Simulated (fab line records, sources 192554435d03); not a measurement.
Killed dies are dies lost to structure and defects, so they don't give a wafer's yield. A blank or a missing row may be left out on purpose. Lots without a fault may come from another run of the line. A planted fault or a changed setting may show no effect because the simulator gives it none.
fab line records | flow n5_finfet
record lots=24 wafers=72 last_day=17
route steps=1938 shown BEOL_M2@887
lots that met no fault: from a run of the same line without faults
start_h: hours from the record's first day to the start of the lot's first wafer shown | wait_h: hours since the lot's step before | " the same as in the row above | L1.1+2: a row that stands for several wafers | - no value, or no start given | * or withheld: withheld | < > ~ a bound
route shown NAME@n: a module of which the file shows steps, and the number in the route of the first | usual: mean/standard deviation of fault-free wafers | same: alike in all rows | chamber/n: place in a boat | sites: the reading at each site | _std_site: their standard deviation | _edge_site: outer sites' mean less inner sites' | radius_mm: how far each site lies from the wafer's centre | mask NAME#n: copy n | behind: the tool/chamber that last shaped the wafer | hold: why the lot was held/for how many hours/how that ended | device: the transistor (n, p or np) that didn't switch | end of line: the same wafers' tests at the end of the route | a step without rows: its recipe alone | killed: dies lost to structure and defects at the first sort, not the wafer's yield | map: a wafer's dies, x killed, . not, _ none there
set.NAME: the setting as run; set.NAME@STEP: as run at that earlier step | model.NAME: the simulator's own value behind a step, which no gauge read
steps of the route over a sample of lots; a table a step, a row a wafer
services: from which hour (start_h, from the record's first day; less than 0 if before it) a tool's chamber was out of use, for how many hours, and why
## steps
# step N5_BEOL_M2_VIA_ETCH_34
# recipe chemistry=C4F6/O2 target_depth_a=694 mask_material=SOC pressure_mtorr=15 ion_energy_ev=250 taper_deg=4 time_s=65.9 source_w=350 bias_w=170 Ar_flow_sccm=300 C4F6_flow_sccm=10 O2_flow_sccm=10
# usual O2_flow_sccm=10.004/0.028 drypump_motor_current_A=5.7/0.4 oes_f_703_au=0.76/0.076 oes_product_au=0.76/0.076 rf_vpp_V=661/11 showerhead_plenum_p_Torr=2.84/0.085 throttle_valve_pct=30.97/0.28
# columns lot.wafer tool chamber start_h wait_h O2_flow_sccm drypump_motor_current_A oes_f_703_au oes_product_au rf_hours_counter_h rf_vpp_V showerhead_plenum_p_Torr throttle_valve_pct
L075.3 rie_diel-02 2 136.95 0.0 10.000 5.0 0.73 0.73 184 657 2.85 30.85
L075.5 " 0 " " 9.970 5.3 0.87 0.90 - 668 2.92 31.39
L075.6 " 2 " " 9.996 5.0 0.74 0.72 - 657 2.85 30.85
L074.2 rie_diel-06 0 137.69 0.0 10.027 6.0 0.70 0.67 259 657 2.90 30.85
L074.3 " 2 " " 10.004 5.2 0.75 0.73 192 658 2.74 31.19
L074.4 " 2 " " 10.016 5.3 0.75 0.74 - 658 2.74 31.21
L076.2 rie_diel-04 2 141.79 0.0 9.990 6.4 0.73 0.74 172 665 2.72 30.55
L076.5 " 1 " " 9.994 5.4 0.91 0.91 - 671 2.87 30.61
L076.6 " 0 " " 10.008 6.1 0.77 0.80 - 666 2.77 30.91
L077.2 rie_diel-06 3 152.28 0.0 10.007 6.0 0.68 0.69 237 663 2.82 31.49
L077.5 " 0 " " 10.020 5.9 0.70 0.67 - 657 2.90 30.86
L077.6 " 3 " " 9.972 5.9 0.68 0.69 - 664 2.82 31.48
L078.1 rie_diel-02 3 159.20 0.0 10.001 5.8 0.90 0.85 48 656 2.99 30.78
L078.3 " 0 " " 10.046 5.3 0.86 0.89 36 670 2.92 31.41
L078.6 " 1 " " 9.982 5.5 0.74 0.71 - 637 2.94 30.93
L079.3 rie_diel-04 2 167.85 0.0 9.955 6.4 0.71 0.73 180 664 2.72 30.56
L079.5 " 3 " " 10.040 5.7 0.72 0.72 - 676 2.84 31.11
L079.6 " 2 " " 9.979 6.4 0.72 0.73 - 664 2.72 30.57
L080.1 rie_diel-06 2 167.89 0.0 9.998 5.3 0.74 0.72 207 657 2.74 31.20
L080.4 " 2 " " 10.020 5.3 0.75 0.72 - 657 2.74 31.21
L080.5 " 3 " " 9.999 6.0 0.68 0.69 - 663 2.82 31.50
L081.2 rie_diel-02 3 180.39 0.0 9.984 5.7 0.88 0.84 56 656 2.99 30.81
L081.4 " 0 " " 10.031 5.3 0.83 0.86 44 670 2.91 31.42
L081.6 " 3 " " 9.965 5.7 0.89 0.85 - 655 2.99 30.79
L083.4 rie_diel-02 2 183.30 0.0 10.005 5.0 0.72 0.71 201 656 2.84 30.88
L083.5 " 3 " " 10.029 5.8 0.89 0.85 - 657 2.99 30.80
L083.6 " 2 " " 9.970 5.0 0.72 0.71 - 658 2.84 30.88
L082.1 rie_diel-02 0 183.66 0.0 10.043 5.3 0.83 0.87 45 669 2.91 31.42
L082.2 " 1 " " 9.998 5.5 0.75 0.71 202 635 2.94 30.93
L082.4 " 3 " " 10.007 5.8 0.89 0.85 57 656 2.99 30.78
L084.3 rie_diel-02 3 186.18 0.0 10.061 5.8 0.89 0.85 58 657 2.99 30.79
L084.4 " 0 " " 9.972 5.3 0.84 0.87 47 669 2.91 31.42
L084.5 " 0 " " 9.944 5.3 0.84 0.86 - 669 2.91 31.41
L085.2 rie_diel-04 2 196.22 0.0 10.026 6.4 0.71 0.72 190 665 2.71 30.55
L085.3 " 1 " " 10.026 5.4 0.88 0.88 61 671 2.86 30.62
L085.6 " 2 " " 10.038 6.4 0.71 0.72 - 663 2.71 30.57
L086.1 rie_diel-04 3 205.27 0.0 9.989 5.6 0.71 0.72 207 678 2.83 31.11
L086.2 " 1 " " 10.007 5.4 0.88 0.87 64 669 2.86 30.63
L086.4 " 0 " " 10.044 6.1 0.76 0.77 116 666 2.76 30.94
L087.2 rie_diel-06 2 208.16 0.0 9.957 5.3 0.73 0.72 224 657 2.73 31.24
L087.3 " 1 " " 10.014 6.1 0.71 0.69 248 661 2.92 31.19
L087.6 " 2 " " 9.958 5.3 0.73 0.72 - 657 2.73 31.23
L090.1 rie_diel-02 0 223.72 0.0 9.995 5.3 0.81 0.85 60 669 2.91 31.44
L090.4 " 2 " " 9.993 5.0 0.71 0.71 215 658 2.83 30.88
L090.6 " 3 " " 9.978 5.7 0.86 0.82 - 656 2.98 30.82
L088.1 rie_diel-02 1 224.79 0.0 10.050 5.5 0.73 0.70 216 635 2.93 30.94
L088.2 " 0 " " 10.051 5.3 0.82 0.84 60 669 2.91 31.44
L088.4 " 3 " " 10.074 5.8 0.87 0.83 72 655 2.98 30.80
L091.1 rie_diel-06 1 230.77 0.0 10.006 6.1 0.70 0.69 257 659 2.92 31.22
L091.3 " 2 " " 9.997 5.3 0.72 0.71 233 657 2.73 31.25
L091.4 " 2 " " 9.985 5.3 0.72 0.71 - 657 2.73 31.26
L089.1 rie_diel-04 2 234.00 0.0 9.992 6.4 0.70 0.72 206 663 2.71 30.58
L089.4 " 0 " " 10.000 6.2 0.74 0.77 123 665 2.76 30.94
L089.6 " 2 " " 9.957 6.4 0.70 0.71 - 663 2.71 30.59
L092.2 rie_diel-04 2 235.53 0.0 10.002 6.4 0.70 0.71 206 663 2.71 30.59
L092.4 " 1 " " 10.029 5.4 0.87 0.86 77 670 2.86 30.64
L092.6 " 3 " " 10.031 5.7 0.70 0.70 - 678 2.83 31.13
L093.1 rie_diel-04 0 245.74 0.0 9.943 6.1 0.74 0.76 129 666 2.75 30.95
L093.5 " 3 " " 10.013 5.7 0.70 0.70 - 678 2.82 31.14
L093.6 " 2 " " 9.970 6.4 0.69 0.71 - 664 2.70 30.60
L094.2 rie_diel-04 0 249.81 0.0 9.972 6.1 0.74 0.76 130 665 2.75 30.95
L094.3 " 3 " " 10.011 5.7 0.70 0.70 225 676 2.82 31.14
L094.5 " 3 " " 10.034 5.7 0.70 0.71 - 676 2.82 31.13
L095.1 rie_diel-04 0 259.18 0.0 10.037 6.1 0.74 0.75 134 666 2.75 30.94
L095.2 " 2 " " 9.952 6.4 0.69 0.70 214 663 2.70 30.60
L095.4 " 1 " " 9.993 5.4 0.86 0.85 85 669 2.85 30.65
L096.2 rie_diel-02 1 271.92 0.0 10.010 5.5 0.72 0.69 234 635 2.92 30.97
L096.3 " 0 " " 9.997 5.3 0.80 0.83 77 667 2.90 31.45
L096.4 " 1 " " 10.013 5.5 0.72 0.69 - 635 2.92 30.96
L097.2 rie_diel-04 1 275.10 0.0 9.963 5.4 0.85 0.84 92 668 2.85 30.65
L097.3 " 3 " " 10.005 5.7 0.69 0.69 235 675 2.82 31.16
L097.6 " 2 " " 9.951 6.4 0.69 0.70 - 663 2.70 30.60
# step N5_BEOL_M2_DEGAS_44
# recipe ambient=vacuum temp_c=250 time_s=60
# usual heater_power_w=335/24
# columns lot.wafer tool chamber start_h wait_h heater_power_w
L075.3 pvd_sputter-02 - 137.64 0.3 296
L075.5 " - " " 358
L075.6 " - " " 310
L074.2 pvd_sputter-03 - 138.14 0.0 330
L074.3 " - " " 357
L074.4 " - " " 313
L076.2 pvd_sputter-03 - 142.47 0.3 302
L076.5 " - " " 339
L076.6 " - " " 365
L077.2 pvd_sputter-02 - 153.54 0.8 312
L077.5 " - " " 356
L077.6 " - " " 305
L078.1 pvd_sputter-01 - 159.69 0.1 346
L078.3 " - " " 324
L078.6 " - " " 350
L079.3 pvd_sputter-03 - 168.89 0.6 337
L079.5 " - " " 307
L079.6 " - " " 341
L080.1 pvd_sputter-01 - 168.95 0.7 362
L080.4 " - " " 321
L080.5 " - " " 356
L081.2 pvd_sputter-01 - 181.11 0.3 350
L081.4 " - " " 286
L081.6 " - " " 355
L083.4 pvd_sputter-01 - 183.77 0.0 317
L083.5 " - " " 342
L083.6 " - " " 321
L082.1 pvd_sputter-03 - 184.11 0.0 338
L082.2 " - " " 364
L082.4 " - " " 360
L084.3 pvd_sputter-02 - 187.30 0.7 341
L084.4 " - " " 294
L084.5 " - " " 317
L085.2 pvd_sputter-02 - 197.02 0.4 309
L085.3 " - " " 298
L085.6 " - " " 317
L086.1 pvd_sputter-01 - 205.84 0.2 320
L086.2 " - " " 359
L086.4 " - " " 290
L087.2 pvd_sputter-03 - 208.89 0.3 359
L087.3 " - " " 307
L087.6 " - " " 363
L090.1 pvd_sputter-03 - 224.79 0.7 351
L090.4 " - " " 362
L090.6 " - " " 373
L088.1 pvd_sputter-01 - 225.33 0.1 350
L088.2 " - " " 352
L088.4 " - " " 289
L091.1 pvd_sputter-03 - 231.39 0.2 368
L091.3 " - " " 302
L091.4 " - " " 354
L089.1 pvd_sputter-03 - 235.59 1.2 315
L089.4 " - " " 362
L089.6 " - " " 380
L092.2 pvd_sputter-01 - 236.38 0.4 367
L092.4 " - " " 350
L092.6 " - " " 354
L093.1 pvd_sputter-03 - 246.28 0.1 362
L093.5 " - " " 357
L093.6 " - " " 307
L094.2 pvd_sputter-01 - 250.43 0.2 297
L094.3 " - " " 358
L094.5 " - " " 345
L095.1 pvd_sputter-01 - 260.00 0.4 318
L095.2 " - " " 343
L095.4 " - " " 354
L096.2 pvd_sputter-03 - 272.44 0.1 336
L096.3 " - " " 357
L096.4 " - " " 308
L097.2 pvd_sputter-01 - 275.71 0.2 315
L097.3 " - " " 297
L097.6 " - " " 288
# step N5_BEOL_M2_ANNEAL_82
# recipe temp_c=400 time_s=240 ambient=vacuum
# usual heater_power_w=827/62 susceptor_temp_C_max=401.1/0.38
# columns lot.wafer tool chamber start_h wait_h heater_power_w susceptor_temp_C_max
L075.3 pvd_sputter-01 - 139.17 0.0 909 401.2
L075.5 " - " " 900 401.4
L075.6 " - " " 740 401.0
L074.2 pvd_sputter-02 - 139.31 0.0 786 401.0
L074.3 " - " " 755 401.6
L074.4 " - " " 876 401.0
L076.2 pvd_sputter-03 - 143.63 0.0 849 400.9
L076.5 " - " " 920 400.9
L076.6 " - " " 834 400.6
L077.2 pvd_sputter-03 - 154.76 0.0 893 401.2
L077.5 " - " " 856 400.6
L077.6 " - " " 747 401.3
L078.1 pvd_sputter-02 - 160.87 0.0 799 400.9
L078.3 " - " " 751 401.3
L078.6 " - " " 761 401.1
L079.3 pvd_sputter-01 - 170.29 0.0 822 401.0
L079.5 " - " " 853 401.7
L079.6 " - " " 796 400.8
L080.1 pvd_sputter-03 - 170.39 0.0 761 401.6
L080.4 " - " " 905 400.7
L080.5 " - " " 879 400.7
L081.2 pvd_sputter-01 - 182.20 0.0 869 401.2
L081.4 " - " " 718 400.9
L081.6 " - " " 905 400.9
L083.4 pvd_sputter-01 - 184.83 0.0 805 401.6
L083.5 " - " " 866 401.6
L083.6 " - " " 894 401.0
L082.1 pvd_sputter-01 - 186.67 0.0 853 401.4
L082.2 " - " " 784 401.6
L082.4 " - " " 912 401.5
L084.3 pvd_sputter-01 - 188.63 0.0 732 400.7
L084.4 " - " " 912 400.9
L084.5 " - " " 721 400.7
L085.2 pvd_sputter-02 - 200.18 0.0 794 400.9
L085.3 " - " " 769 400.7
L085.6 " - " " 866 401.3
L086.1 pvd_sputter-01 - 207.03 0.0 802 401.2
L086.2 " - " " 914 401.0
L086.4 " - " " 706 400.9
L087.2 pvd_sputter-03 - 210.28 0.0 852 400.5
L087.3 " - " " 931 400.5
L087.6 " - " " 913 400.7
L090.1 pvd_sputter-03 - 226.01 0.0 903 400.5
L090.4 " - " " 858 400.3
L090.6 " - " " 849 400.7
L088.1 pvd_sputter-02 - 226.40 0.0 779 401.4
L088.2 " - " " 751 401.8
L088.4 " - " " 865 401.0
L091.1 pvd_sputter-02 - 232.54 0.0 744 401.6
L091.3 " - " " 798 400.9
L091.4 " - " " 879 401.0
L089.1 pvd_sputter-02 - 236.86 0.0 756 401.5
L089.4 " - " " 863 401.4
L089.6 " - " " 790 401.1
L092.2 pvd_sputter-03 - 237.50 0.0 930 400.7
L092.4 " - " " 889 401.1
L092.6 " - " " 751 400.6
L093.1 pvd_sputter-03 - 247.37 0.0 826 400.9
L093.5 " - " " 872 401.0
L093.6 " - " " 915 400.8
L094.2 pvd_sputter-03 - 251.53 0.0 918 400.8
L094.3 " - " " 892 401.6
L094.5 " - " " 835 400.8
L095.1 pvd_sputter-02 - 261.17 0.0 780 401.2
L095.2 " - " " 758 401.2
L095.4 " - " " 891 400.9
L096.2 pvd_sputter-01 - 273.60 0.0 723 401.1
L096.3 " - " " 910 401.2
L096.4 " - " " 817 400.7
L097.2 pvd_sputter-01 - 276.80 0.0 852 401.2
L097.3 " - " " 816 401.3
L097.6 " - " " 892 401.2
# step N5_BEOL_M2_SPUTTER_90
# recipe material=Cu target_thk_a=45 temp_c=-20 chamber_pressure_pa=0.07 power_w=withheld time_s=8.29
# usual chuck_gas_flow_sccm=1.27/0.046 throttle_valve_pct=29.5/1.1
# columns lot.wafer tool chamber start_h wait_h chuck_gas_flow_sccm throttle_valve_pct
L075.3 pvd_sputter-01 - 139.75 0.1 1.35 29.3
L075.5 " - " " 1.30 29.7
L075.6 " - " " 1.26 28.7
L074.2 pvd_sputter-02 - 139.89 0.1 1.25 28.1
L074.3 " - " " 1.24 30.8
L074.4 " - " " 1.23 28.8
L076.2 pvd_sputter-03 - 144.21 0.1 1.23 31.9
L076.5 " - " " 1.32 28.7
L076.6 " - " " 1.24 32.0
L077.2 pvd_sputter-03 - 155.34 0.1 1.27 30.0
L077.5 " - " " 1.21 32.1
L077.6 " - " " 1.26 29.3
L078.1 pvd_sputter-02 - 161.45 0.1 1.25 28.4
L078.3 " - " " 1.25 30.8
L078.6 " - " " 1.24 28.9
L079.3 pvd_sputter-01 - 170.87 0.1 1.35 28.3
L079.5 " - " " 1.24 30.5
L079.6 " - " " 1.28 27.7
L080.1 pvd_sputter-03 - 170.97 0.1 1.32 29.9
L080.4 " - " " 1.36 29.7
L080.5 " - " " 1.23 29.9
L081.2 pvd_sputter-01 - 182.78 0.1 1.28 30.5
L081.4 " - " " 1.38 28.7
L081.6 " - " " 1.23 29.6
L083.4 pvd_sputter-01 - 185.41 0.1 1.25 27.9
L083.5 " - " " 1.22 30.5
L083.6 " - " " 1.30 29.4
L082.1 pvd_sputter-01 - 187.25 0.1 1.29 30.6
L082.2 " - " " 1.27 27.9
L082.4 " - " " 1.28 29.5
L084.3 pvd_sputter-01 - 189.21 0.1 1.21 28.8
L084.4 " - " " 1.29 29.4
L084.5 " - " " 1.27 29.0
L085.2 pvd_sputter-02 - 200.76 0.1 1.17 28.4
L085.3 " - " " 1.22 28.8
L085.6 " - " " 1.19 29.1
L086.1 pvd_sputter-01 - 207.61 0.1 1.32 28.0
L086.2 " - " " 1.23 29.6
L086.4 " - " " 1.28 28.5
L087.2 pvd_sputter-03 - 210.86 0.1 1.38 32.1
L087.3 " - " " 1.26 28.3
L087.6 " - " " 1.28 28.7
L090.1 pvd_sputter-03 - 226.59 0.1 1.29 28.7
L090.4 " - " " 1.30 32.0
L090.6 " - " " 1.27 32.1
L088.1 pvd_sputter-02 - 226.98 0.1 1.21 28.8
L088.2 " - " " 1.36 31.0
L088.4 " - " " 1.29 28.9
L091.1 pvd_sputter-02 - 233.12 0.1 1.34 30.7
L091.3 " - " " 1.38 28.4
L091.4 " - " " 1.31 28.9
L089.1 pvd_sputter-02 - 237.44 0.1 1.29 30.8
L089.4 " - " " 1.39 29.1
L089.6 " - " " 1.29 28.7
L092.2 pvd_sputter-03 - 238.08 0.1 1.23 28.4
L092.4 " - " " 1.35 29.9
L092.6 " - " " 1.24 29.6
L093.1 pvd_sputter-03 - 247.95 0.1 1.34 31.8
L093.5 " - " " 1.28 30.0
L093.6 " - " " 1.25 28.6
L094.2 pvd_sputter-03 - 252.11 0.1 1.24 28.9
L094.3 " - " " 1.33 30.0
L094.5 " - " " 1.31 32.3
L095.1 pvd_sputter-02 - 261.75 0.1 1.33 28.8
L095.2 " - " " 1.27 30.9
L095.4 " - " " 1.35 29.1
L096.2 pvd_sputter-01 - 274.18 0.1 1.27 28.9
L096.3 " - " " 1.33 29.6
L096.4 " - " " 1.26 28.0
L097.2 pvd_sputter-01 - 277.38 0.1 1.25 30.5
L097.3 " - " " 1.26 28.1
L097.6 " - " " 1.21 30.4
# step N5_BEOL_M2_ANNEAL_91
# recipe temp_c=400 time_s=240 ambient=vacuum
# usual heater_power_w=827/60 susceptor_temp_C_max=401.0/0.36
# columns lot.wafer tool chamber start_h wait_h heater_power_w susceptor_temp_C_max
L075.3 pvd_sputter-01 - 139.83 0.0 888 401.2
L075.5 " - " " 902 401.6
L075.6 " - " " 738 400.4
L074.2 pvd_sputter-02 - 139.97 0.0 785 401.2
L074.3 " - " " 731 401.5
L074.4 " - " " 897 401.1
L076.2 pvd_sputter-03 - 144.29 0.0 850 400.8
L076.5 " - " " 895 400.8
L076.6 " - " " 825 400.5
L077.2 pvd_sputter-03 - 155.42 0.0 901 400.6
L077.5 " - " " 834 400.9
L077.6 " - " " 769 401.7
L078.1 pvd_sputter-02 - 161.53 0.0 792 400.7
L078.3 " - " " 749 401.5
L078.6 " - " " 756 400.8
L079.3 pvd_sputter-01 - 170.95 0.0 809 400.6
L079.5 " - " " 883 400.8
L079.6 " - " " 811 400.6
L080.1 pvd_sputter-03 - 171.05 0.0 762 401.4
L080.4 " - " " 905 400.7
L080.5 " - " " 896 400.8
L081.2 pvd_sputter-01 - 182.86 0.0 885 402.0
L081.4 " - " " 738 400.7
L081.6 " - " " 922 401.2
L083.4 pvd_sputter-01 - 185.49 0.0 806 401.5
L083.5 " - " " 857 401.2
L083.6 " - " " 887 401.2
L082.1 pvd_sputter-01 - 187.33 0.0 871 401.3
L082.2 " - " " 786 401.1
L082.4 " - " " 889 400.8
L084.3 pvd_sputter-01 - 189.29 0.0 728 400.7
L084.4 " - " " 897 400.6
L084.5 " - " " 729 400.9
L085.2 pvd_sputter-02 - 200.84 0.0 788 400.4
L085.3 " - " " 772 401.3
L085.6 " - " " 873 400.7
L086.1 pvd_sputter-01 - 207.69 0.0 809 401.1
L086.2 " - " " 907 400.9
L086.4 " - " " 737 400.6
L087.2 pvd_sputter-03 - 210.94 0.0 849 400.6
L087.3 " - " " 898 400.9
L087.6 " - " " 898 400.5
L090.1 pvd_sputter-03 - 226.67 0.0 890 400.4
L090.4 " - " " 841 401.2
L090.6 " - " " 853 400.7
L088.1 pvd_sputter-02 - 227.06 0.0 789 401.1
L088.2 " - " " 755 401.2
L088.4 " - " " 879 401.1
L091.1 pvd_sputter-02 - 233.20 0.0 762 401.5
L091.3 " - " " 783 401.6
L091.4 " - " " 863 400.8
L089.1 pvd_sputter-02 - 237.52 0.0 746 401.1
L089.4 " - " " 873 401.0
L089.6 " - " " 781 400.9
L092.2 pvd_sputter-03 - 238.16 0.0 907 400.5
L092.4 " - " " 882 401.1
L092.6 " - " " 759 400.8
L093.1 pvd_sputter-03 - 248.03 0.0 825 400.9
L093.5 " - " " 864 401.1
L093.6 " - " " 913 400.6
L094.2 pvd_sputter-03 - 252.19 0.0 898 400.5
L094.3 " - " " 894 401.3
L094.5 " - " " 846 400.7
L095.1 pvd_sputter-02 - 261.83 0.0 776 401.0
L095.2 " - " " 760 401.2
L095.4 " - " " 876 400.7
L096.2 pvd_sputter-01 - 274.26 0.0 732 401.1
L096.3 " - " " 880 401.1
L096.4 " - " " 795 401.2
L097.2 pvd_sputter-01 - 277.46 0.0 881 401.1
L097.3 " - " " 801 401.3
L097.6 " - " " 860 401.1
# step N5_BEOL_M2_ANNEAL_95
# recipe temp_c=400 time_s=240 ambient=vacuum
# usual heater_power_w=827/62 susceptor_temp_C_max=401.0/0.35
# columns lot.wafer tool chamber start_h wait_h heater_power_w susceptor_temp_C_max
L075.3 pvd_sputter-01 - 140.27 0.0 907 400.9
L075.5 " - " " 895 400.9
L075.6 " - " " 732 400.9
L074.2 pvd_sputter-02 - 140.41 0.0 779 401.2
L074.3 " - " " 744 400.9
L074.4 " - " " 884 400.9
L076.2 pvd_sputter-03 - 144.73 0.0 851 401.0
L076.5 " - " " 914 400.8
L076.6 " - " " 833 401.0
L077.2 pvd_sputter-03 - 155.86 0.0 874 401.3
L077.5 " - " " 812 400.5
L077.6 " - " " 756 401.3
L078.1 pvd_sputter-02 - 161.97 0.0 779 400.8
L078.3 " - " " 750 401.0
L078.6 " - " " 768 401.6
L079.3 pvd_sputter-01 - 171.39 0.0 800 400.4
L079.5 " - " " 851 401.4
L079.6 " - " " 800 401.0
L080.1 pvd_sputter-03 - 171.49 0.0 776 402.1
L080.4 " - " " 864 401.6
L080.5 " - " " 903 400.9
L081.2 pvd_sputter-01 - 183.30 0.0 864 401.2
L081.4 " - " " 735 400.6
L081.6 " - " " 892 401.0
L083.4 pvd_sputter-01 - 185.93 0.0 798 401.2
L083.5 " - " " 856 401.1
L083.6 " - " " 908 401.0
L082.1 pvd_sputter-01 - 187.77 0.0 868 401.4
L082.2 " - " " 816 400.8
L082.4 " - " " 916 401.1
L084.3 pvd_sputter-01 - 189.73 0.0 712 401.1
L084.4 " - " " 902 401.0
L084.5 " - " " 727 400.8
L085.2 pvd_sputter-02 - 201.28 0.0 786 400.6
L085.3 " - " " 784 401.7
L085.6 " - " " 877 400.8
L086.1 pvd_sputter-01 - 208.13 0.0 818 401.3
L086.2 " - " " 889 401.0
L086.4 " - " " 743 400.9
L087.2 pvd_sputter-03 - 211.38 0.0 836 400.8
L087.3 " - " " 896 400.5
L087.6 " - " " 891 401.1
L090.1 pvd_sputter-03 - 227.11 0.0 908 400.5
L090.4 " - " " 846 400.6
L090.6 " - " " 844 401.0
L088.1 pvd_sputter-02 - 227.50 0.0 777 401.3
L088.2 " - " " 744 401.4
L088.4 " - " " 892 400.8
L091.1 pvd_sputter-02 - 233.64 0.0 736 401.4
L091.3 " - " " 774 401.3
L091.4 " - " " 862 400.5
L089.1 pvd_sputter-02 - 237.96 0.0 769 401.3
L089.4 " - " " 862 400.6
L089.6 " - " " 777 401.4
L092.2 pvd_sputter-03 - 238.60 0.0 922 400.9
L092.4 " - " " 896 401.0
L092.6 " - " " 754 402.0
L093.1 pvd_sputter-03 - 248.47 0.0 820 400.6
L093.5 " - " " 901 401.2
L093.6 " - " " 911 400.5
L094.2 pvd_sputter-03 - 252.63 0.0 908 400.6
L094.3 " - " " 903 400.8
L094.5 " - " " 837 400.8
L095.1 pvd_sputter-02 - 262.27 0.0 763 401.2
L095.2 " - " " 741 401.5
L095.4 " - " " 887 400.7
L096.2 pvd_sputter-01 - 274.70 0.0 732 400.7
L096.3 " - " " 909 400.5
L096.4 " - " " 831 400.5
L097.2 pvd_sputter-01 - 277.90 0.0 886 401.0
L097.3 " - " " 798 400.9
L097.6 " - " " 862 401.1
## services
# columns tool chamber start_h hours kind
pvd_sputter-03 - 116.95 1.2 repair
rie_diel-02 1 162.23 15.8 repair
rie_diel-02 - 192.75 0.2 repair
rie_diel-06 0 198.38 - clean
rie_diel-06 0 198.38 - consumable_replace:focus_ring
rie_diel-06 0 198.38 20.0 scheduled_down
rie_diel-06 0 198.38 20.0 vent_cycle
rie_diel-04 0 208.52 8.1 repair
rie_diel-06 3 218.47 - clean
rie_diel-06 3 218.47 - consumable_replace:focus_ring
rie_diel-06 3 218.47 14.5 scheduled_down
rie_diel-06 3 218.47 14.5 vent_cycle
rie_diel-06 - 224.00 4.3 pm
rie_diel-06 1 232.93 - clean
rie_diel-06 1 232.93 - consumable_replace:focus_ring
rie_diel-06 1 232.93 23.5 scheduled_down
rie_diel-06 1 232.93 23.5 vent_cycle
rie_diel-02 2 266.21 11.0 repair
rie_diel-06 2 275.51 - clean
rie_diel-06 2 275.51 - consumable_replace:focus_ring
rie_diel-06 2 275.51 - consumable_replace:showerhead
rie_diel-06 2 275.51 16.2 scheduled_down
rie_diel-06 2 275.51 16.2 vent_cycle
## key
fault none
